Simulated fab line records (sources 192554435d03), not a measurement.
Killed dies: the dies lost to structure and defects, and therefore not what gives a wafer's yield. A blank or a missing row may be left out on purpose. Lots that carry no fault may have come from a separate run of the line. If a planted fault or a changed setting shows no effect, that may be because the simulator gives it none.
Which tool did it? | flow n5Finfet | 24 lots, 72 wafers sampled, at 6 steps of a route of 1938

== WHAT THE GAUGES SHOWED, per wafer ==
N5_BEOL_M10_RS_MEAS_57: uses a four-point probe to measure. Usual: M10_RS gives 0.1503 ohm/sq (standard deviation 0.0029).
lot  | measured     | on           | M10_RS (ohm/sq)      | flag
L074 | day 10 02:25 | filmMetro-02 | 0.1512 0.1528 0.1550 | 
L075 | day 10 11:35 | filmMetro-02 | 0.1478 0.1473 0.1493 | 
L076 | day 11 04:08 | filmMetro-02 | 0.1509 0.1456 0.1522 | 
L080 | day 11 18:10 | filmMetro-01 | 0.1465 0.1506 0.1506 | 
L077 | day 11 23:01 | filmMetro-02 | 0.1505 0.1443 0.1507 | 
L079 | day 11 23:38 | filmMetro-01 | 0.1481 0.1509 0.1474 | 
L078 | day 11 23:55 | filmMetro-02 | 0.1511 0.1482 0.1504 | 
L083 | day 12 03:47 | filmMetro-02 | 0.1514 0.1532 0.1528 | 
L082 | day 12 05:49 | filmMetro-02 | 0.1524 0.1517 0.1495 | 
L081 | day 12 13:17 | filmMetro-01 | 0.1458 0.1537 0.1467 | 
L084 | day 13 06:52 | filmMetro-02 | 0.1487 0.1441 0.1499 | 
L085 | day 13 14:10 | filmMetro-01 | 0.1517 0.1498 0.1497 | 
L086 | day 13 20:20 | filmMetro-02 | 0.1464 0.1485 0.1520 | 
L088 | day 13 23:46 | filmMetro-02 | 0.1472 0.1527 0.1492 | 
L087 | day 14 03:29 | filmMetro-02 | 0.1491 0.1502 0.1467 | 
L089 | day 14 17:41 | filmMetro-02 | 0.1438 0.1502 0.1564 | 
L090 | day 14 22:38 | filmMetro-01 | 0.1536 0.1516 0.1517 | 
L091 | day 14 23:30 | filmMetro-01 | 0.1553 0.1450 0.1471 | 
L092 | day 15 00:55 | filmMetro-01 | 0.1462 0.1495 0.1505 | 
L093 | day 15 07:41 | filmMetro-01 | 0.1503 0.1497 0.1489 | 
L094 | day 16 00:07 | filmMetro-01 | 0.1540 0.1538 0.1528 | 
L095 | day 16 01:01 | filmMetro-01 | 0.1459 0.1521 0.1532 | 
L096 | day 16 13:04 | filmMetro-01 | 0.1536 0.1512 0.1484 | 
L097 | day 16 15:59 | filmMetro-01 | 0.1488 0.1519 0.1497 | 

N5_BEOL_M12_OVL_MEAS_29. Usual: M12_OVL gives 2 nm (standard deviation 4.8).
lot  | measured     | on         | M12_OVL (nm) | flag
L074 | day 10 15:20 | overlay-01 | -2 -1 -1     | 
L075 | day 10 23:04 | overlay-01 | -3 5 -4      | 
L076 | day 11 11:36 | overlay-02 | 4 4 2        | 
L080 | day 12 05:12 | overlay-02 | 0 0 2        | 
L077 | day 12 11:22 | overlay-02 | -3 2 -3      | 
L079 | day 12 10:36 | overlay-01 | 1 9 3        | 
L078 | day 12 11:05 | overlay-02 | 0 -3 -2      | 
L083 | day 12 15:04 | overlay-02 | 0 4 0        | 
L082 | day 12 15:20 | overlay-01 | 6 10 12      | 
L081 | day 12 23:01 | overlay-02 | -3 4 0       | 
L084 | day 13 16:22 | overlay-01 | 5 6 5        | 
L085 | day 14 01:26 | overlay-02 | -1 4 5       | 
L086 | day 14 05:35 | overlay-02 | 5 -1 0       | 
L088 | day 14 10:46 | overlay-02 | -5 -6 7      | 
L087 | day 14 17:46 | overlay-02 | 12 5 7       | 
L089 | day 15 03:27 | overlay-01 | 10 6 4       | 
L090 | day 15 12:28 | overlay-02 | 11 3 1       | 
L091 | day 15 12:08 | overlay-02 | 4 4 9        | 
L092 | day 15 12:47 | overlay-01 | 14 4 5       | 
L093 | day 15 18:23 | overlay-01 | -4 -4 0      | 
L094 | day 16 10:16 | overlay-01 | -1 -11 -8    | 
L095 | day 16 11:34 | overlay-02 | -4 2 -3      | 
L096 | day 16 23:01 | overlay-02 | 6 5 3        | 
L097 | day 17 01:42 | overlay-02 | -5 -4 2      | 

== EACH LOT AND THE TOOL THAT RAN IT (in order: tool; ch and the chambers of the sampled wafers; start) ==
lot  | N5_BEOL_M10_PRE_CLEAN_45    | N5_BEOL_M11_ILD_DEP_00          | N5_BEOL_M11_HM_OPEN_17           | N5_BEOL_M11_ETCH_66
L074 | pvdSputter-02, day 10 00:31 | pecvd-04 ch 0,1, day 10 02:31   | rieMetal-03 ch 0,1, day 10 06:32 | rieDiel-01 ch 0,2,3, day 10 09:27
L075 | pvdSputter-01, day 10 10:00 | pecvd-04 ch 0,1, day 10 11:39   | rieMetal-03 ch 0,1, day 10 14:34 | rieDiel-01 ch 1,2, day 10 18:22
L076 | pvdSputter-03, day 11 02:18 | pecvd-02 ch 0,1, day 11 04:12   | rieMetal-02 ch 1, day 11 06:17   | rieDiel-01 ch 1,3, day 11 07:06
L080 | pvdSputter-02, day 11 16:28 | pecvd-01 ch 0,2, day 11 18:13   | rieMetal-03 ch 0,1, day 11 21:53 | rieDiel-05 ch 0,3, day 12 00:43
L077 | pvdSputter-01, day 11 21:25 | pecvd-02 ch 1,2, day 11 23:04   | rieMetal-02 ch 0,1, day 12 02:17 | rieDiel-05 ch 1,2,3, day 12 06:28
L079 | pvdSputter-01, day 11 21:55 | pecvd-02 ch 0,2, day 11 23:42   | rieMetal-02 ch 0,1, day 12 02:37 | rieDiel-01 ch 1,2,3, day 12 06:17
L078 | pvdSputter-01, day 11 22:00 | pecvd-02 ch 0,1,2, day 11 23:59 | rieMetal-03 ch 0,1, day 12 02:31 | rieDiel-01 ch 1,3, day 12 05:29
L083 | pvdSputter-03, day 12 02:12 | pecvd-01 ch 1,2, day 12 03:52   | rieMetal-03 ch 0,1, day 12 07:52 | rieDiel-01 ch 0,1, day 12 08:50
L082 | pvdSputter-01, day 12 02:32 | pecvd-04 ch 1,2, day 12 05:53   | rieMetal-03 ch 0,1, day 12 08:07 | rieDiel-06 ch 2,3, day 12 09:05
L081 | pvdSputter-03, day 12 09:40 | pecvd-02 ch 0,2, day 12 13:21   | rieMetal-01 ch 0,1, day 12 16:40 | rieDiel-01 ch 2,3, day 12 17:37
L084 | pvdSputter-01, day 13 05:08 | pecvd-04 ch 0,2, day 13 06:56   | rieMetal-01 ch 0,1, day 13 10:52 | rieDiel-06 ch 1,2,3, day 13 11:38
L085 | pvdSputter-01, day 13 12:11 | pecvd-04 ch 0,2, day 13 14:13   | rieMetal-02 ch 0, day 13 18:15   | rieDiel-05 ch 0,3, day 13 20:43
L086 | pvdSputter-03, day 13 18:17 | pecvd-01 ch 0,1, day 13 20:23   | rieMetal-01 ch 0,1, day 13 22:52 | rieDiel-06 ch 1,2,3, day 14 01:11
L088 | pvdSputter-03, day 13 22:10 | pecvd-01 ch 1,2, day 13 23:50   | rieMetal-02 ch 0,1, day 14 02:39 | rieDiel-06 ch 0,1,2, day 14 05:52
L087 | pvdSputter-03, day 14 01:56 | pecvd-04 ch 2, day 14 03:33     | rieMetal-01 ch 0,1, day 14 06:51 | rieDiel-01 ch 0,2, day 14 10:44
L089 | pvdSputter-02, day 14 15:50 | pecvd-04 ch 0, day 14 17:44     | rieMetal-02 ch 0,1, day 14 20:04 | rieDiel-05 ch 1,2, day 14 22:57
L090 | pvdSputter-02, day 14 20:58 | pecvd-01 ch 0,2, day 14 22:42   | rieMetal-02 ch 0,1, day 15 03:27 | rieDiel-06 ch 1,2,3, day 15 06:09
L091 | pvdSputter-01, day 14 21:27 | pecvd-02 ch 1,2, day 14 23:34   | rieMetal-03 ch 0,1, day 15 04:05 | rieDiel-05 ch 0,1,2, day 15 05:44
L092 | pvdSputter-01, day 14 21:55 | pecvd-01 ch 1,2, day 15 00:59   | rieMetal-01 ch 0,1, day 15 04:43 | rieDiel-01 ch 1,2,3, day 15 06:25
L093 | pvdSputter-02, day 15 06:08 | pecvd-04 ch 0,2, day 15 07:44   | rieMetal-03 ch 0,1, day 15 10:37 | rieDiel-01 ch 1,3, day 15 12:29
L094 | pvdSputter-03, day 15 19:37 | pecvd-04 ch 1,2, day 16 00:11   | rieMetal-02 ch 0, day 16 03:55   | rieDiel-06 ch 0,1,2, day 16 04:53
L095 | pvdSputter-02, day 15 23:22 | pecvd-02 ch 0,2, day 16 01:05   | rieMetal-02 ch 0, day 16 04:14   | rieDiel-06 ch 0,2,3, day 16 06:17
L096 | pvdSputter-03, day 16 11:10 | pecvd-02 ch 0,1,2, day 16 13:08 | rieMetal-01 ch 0,1, day 16 15:30 | rieDiel-01 ch 0,1, day 16 18:01
L097 | pvdSputter-02, day 16 14:24 | pecvd-01 ch 0,1,2, day 16 16:04 | rieMetal-01 ch 0,1, day 16 19:24 | rieDiel-01 ch 0,1,2, day 16 20:24
- N5_BEOL_M10_PRE_CLEAN_45: time 30 s.
- N5_BEOL_M11_ILD_DEP_00: deposits SiCOH lowk from DEMS/porogen, target thk 308.51 nm, time 58 s.
- N5_BEOL_M11_HM_OPEN_17: chemistry Cl2/BCl3, target TiN, target depth 20 nm, overetch 6 nm.
- N5_BEOL_M11_ETCH_66: etches SOC in N2/H2, target depth 120 nm, overetch 24 nm, time 180 s.

== AS READ BY THE TOOLS THEMSELVES (means over the sampled wafers that have a number; for cases with no such wafer, the mark the record gives instead) ==
N5_BEOL_M10_PRE_CLEAN_45. Usual: heaterPowerW at 329 W, with a standard deviation of 26.
lot  | tool          | heaterPowerW (W) | flag
L074 | pvdSputter-02 | 329              | 
L075 | pvdSputter-01 | 327              | 
L076 | pvdSputter-03 | 345              | 
L080 | pvdSputter-02 | 326              | 
L077 | pvdSputter-01 | 335              | 
L079 | pvdSputter-01 | 348              | 
L078 | pvdSputter-01 | 318              | 
L083 | pvdSputter-03 | 345              | 
L082 | pvdSputter-01 | 308              | 
L081 | pvdSputter-03 | 338              | 
L084 | pvdSputter-01 | 331              | 
L085 | pvdSputter-01 | 288              | 
L086 | pvdSputter-03 | 334              | 
L088 | pvdSputter-03 | 344              | 
L087 | pvdSputter-03 | 336              | 
L089 | pvdSputter-02 | 334              | 
L090 | pvdSputter-02 | 327              | 
L091 | pvdSputter-01 | 311              | 
L092 | pvdSputter-01 | 332              | 
L093 | pvdSputter-02 | 344              | 
L094 | pvdSputter-03 | 343              | 
L095 | pvdSputter-02 | 324              | 
L096 | pvdSputter-03 | 354              | 
L097 | pvdSputter-02 | 326              | 

N5_BEOL_M11_ILD_DEP_00. Usual: heaterPowerW 332 W, standard deviation 48; showerheadPlenumPTorr 5.743 Torr, standard deviation 0.014; throttleValvePct 13.3 %, standard deviation 0.41.
lot  | tool     | heaterPowerW (W) | showerheadPlenumPTorr (Torr) | throttleValvePct (%) | flag
L074 | pecvd-04 | 312              | 5.739                        | 13.5                 | 
L075 | pecvd-04 | 282              | 5.738                        | 13.5                 | 
L076 | pecvd-02 | 264              | 5.741                        | 13.3                 | 
L080 | pecvd-01 | 308              | 5.762                        | 13.2                 | 
L077 | pecvd-02 | 344              | 5.731                        | 13.2                 | 
L079 | pecvd-02 | 293              | 5.735                        | 13.5                 | 
L078 | pecvd-02 | 311              | 5.742                        | 13.4                 | 
L083 | pecvd-01 | 356              | 5.762                        | 13.1                 | 
L082 | pecvd-04 | 299              | 5.740                        | 13.1                 | 
L081 | pecvd-02 | 318              | 5.725                        | 13.5                 | 
L084 | pecvd-04 | 383              | 5.737                        | 13.2                 | 
L085 | pecvd-04 | 352              | 5.725                        | 12.9                 | 
L086 | pecvd-01 | 360              | 5.754                        | 13.6                 | 
L088 | pecvd-01 | 357              | 5.761                        | 13.3                 | 
L087 | pecvd-04 | 338              | 5.723                        | 12.7                 | 
L089 | pecvd-04 | 367              | 5.734                        | 13.2                 | 
L090 | pecvd-01 | 334              | 5.764                        | 13.4                 | 
L091 | pecvd-02 | 322              | 5.745                        | 13.3                 | 
L092 | pecvd-01 | 290              | 5.754                        | 13.1                 | 
L093 | pecvd-04 | 352              | 5.735                        | 13.0                 | 
L094 | pecvd-04 | 294              | 5.734                        | 13.0                 | 
L095 | pecvd-02 | 347              | 5.740                        | 13.7                 | 
L096 | pecvd-02 | 334              | 5.742                        | 13.8                 | 
L097 | pecvd-01 | 315              | 5.761                        | 13.3                 | 

N5_BEOL_M11_HM_OPEN_17. Usual: drypumpMotorCurrentA 5.8 A, standard deviation 0.42; oesProductAu 0.67 a.u., standard deviation 0.096; throttleValvePct 22.19 %, standard deviation 0.28.
lot  | tool        | drypumpMotorCurrentA (A) | oesProductAu (a.u.) | throttleValvePct (%) | flag
L074 | rieMetal-03 | 5.6                      | 0.58                | 22.44                | 
L075 | rieMetal-03 | 5.5                      | 0.61                | 22.56                | 
L076 | rieMetal-02 | 6.4                      | 0.53                | 21.93                | 
L080 | rieMetal-03 | 5.5                      | 0.58                | 22.43                | 
L077 | rieMetal-02 | 6.4                      | 0.60                | 22.04                | 
L079 | rieMetal-02 | 6.3                      | 0.66                | 22.14                | 
L078 | rieMetal-03 | 5.5                      | 0.61                | 22.56                | 
L083 | rieMetal-03 | 5.6                      | 0.58                | 22.43                | 
L082 | rieMetal-03 | 5.5                      | 0.58                | 22.43                | 
L081 | rieMetal-01 | 5.5                      | 0.74                | 21.93                | 
L084 | rieMetal-01 | 5.5                      | 0.65                | 21.98                | 
L085 | rieMetal-02 | 6.3                      | 0.70                | 22.27                | 
L086 | rieMetal-01 | 5.5                      | 0.71                | 21.96                | 
L088 | rieMetal-02 | 6.4                      | 0.75                | 22.07                | 
L087 | rieMetal-01 | 5.4                      | 0.64                | 21.99                | 
L089 | rieMetal-02 | 6.4                      | 0.74                | 22.07                | 
L090 | rieMetal-02 | 6.4                      | 0.77                | 21.91                | 
L091 | rieMetal-03 | 5.5                      | 0.75                | 22.30                | 
L092 | rieMetal-01 | 5.5                      | 0.70                | 21.97                | 
L093 | rieMetal-03 | 5.5                      | 0.75                | 22.30                | 
L094 | rieMetal-02 | 6.4                      | 0.69                | 22.27                | 
L095 | rieMetal-02 | 6.3                      | 0.69                | 22.28                | 
L096 | rieMetal-01 | 5.5                      | 0.70                | 21.95                | 
L097 | rieMetal-01 | 5.5                      | 0.69                | 21.97                | 

N5_BEOL_M11_ETCH_66. Usual: drypumpMotorCurrentA 5.9 A, standard deviation 0.42; oesProductAu 0.62 a.u., standard deviation 0.059; rfVppV 524.6 V, standard deviation 2.7; showerheadPlenumPTorr 2.57 Torr, standard deviation 0.093; throttleValvePct 17.78 %, standard deviation 0.22.
lot  | tool       | drypumpMotorCurrentA (A) | oesProductAu (a.u.) | rfVppV (V) | showerheadPlenumPTorr (Torr) | throttleValvePct (%) | flag
L074 | rieDiel-01 | 5.9                      | 0.60                | 524.7      | 2.58                         | 17.79                | 
L075 | rieDiel-01 | 6.3                      | 0.61                | 525.3      | 2.57                         | 17.45                | 
L076 | rieDiel-01 | 5.9                      | 0.59                | 525.8      | 2.63                         | 17.70                | 
L080 | rieDiel-05 | 5.6                      | 0.59                | 522.0      | 2.50                         | 18.08                | 
L077 | rieDiel-05 | 5.8                      | 0.63                | 524.5      | 2.54                         | 17.74                | 
L079 | rieDiel-01 | 6.1                      | 0.59                | 524.7      | 2.56                         | 17.65                | 
L078 | rieDiel-01 | 5.9                      | 0.58                | 526.6      | 2.62                         | 17.72                | 
L083 | rieDiel-01 | 6.0                      | 0.63                | 526.8      | 2.65                         | 17.55                | 
L082 | rieDiel-06 | 6.4                      | 0.58                | 523.3      | 2.52                         | 17.82                | 
L081 | rieDiel-01 | 5.9                      | 0.57                | 523.5      | 2.55                         | 17.82                | 
L084 | rieDiel-06 | 6.2                      | 0.61                | 524.2      | 2.55                         | 17.87                | 
L085 | rieDiel-05 | 5.7                      | 0.57                | 524.2      | 2.55                         | 18.09                | 
L086 | rieDiel-06 | 6.2                      | 0.61                | 523.6      | 2.55                         | 17.86                | 
L088 | rieDiel-06 | 5.7                      | 0.65                | 525.4      | 2.59                         | 17.81                | 
L087 | rieDiel-01 | 5.8                      | 0.61                | 525.1      | 2.59                         | 17.86                | 
L089 | rieDiel-05 | 5.8                      | 0.73                | 526.2      | 2.63                         | 17.48                | 
L090 | rieDiel-06 | 6.2                      | 0.60                | 523.2      | 2.54                         | 17.87                | 
L091 | rieDiel-05 | 5.7                      | 0.68                | 524.4      | 2.58                         | 17.66                | 
L092 | rieDiel-01 | 6.1                      | 0.57                | 524.3      | 2.55                         | 17.70                | 
L093 | rieDiel-01 | 5.9                      | 0.57                | 525.3      | 2.61                         | 17.75                | 
L094 | rieDiel-06 | 5.7                      | 0.63                | 524.8      | 2.58                         | 17.83                | 
L095 | rieDiel-06 | 5.8                      | 0.63                | 524.6      | 2.58                         | 17.90                | 
L096 | rieDiel-01 | 5.8                      | 0.61                | 526.4      | 2.65                         | 17.78                | 
L097 | rieDiel-01 | 6.0                      | 0.59                | 525.3      | 2.56                         | 17.71                | 

== THE ANSWER, worked out from the rows above alone ==
Rule: lot off if the mean of its wafers having a number is beyond 3 standard deviations from the usual mean. Also off: a lot with no number at a reading for which 4 or more lots have one. Any other lot the step has rows for is counted as sound. The gauges are gone through in route order, then the tools' own readings, and for those a lot's mean is taken as printed above. At the first step where some lot is off, the reading lying furthest off is the one used; lots without a number count as furthest.
No lot is off at any reading shown: from this, nothing can be told.

== WHAT THE SIMULATOR HAD INSERTED ==
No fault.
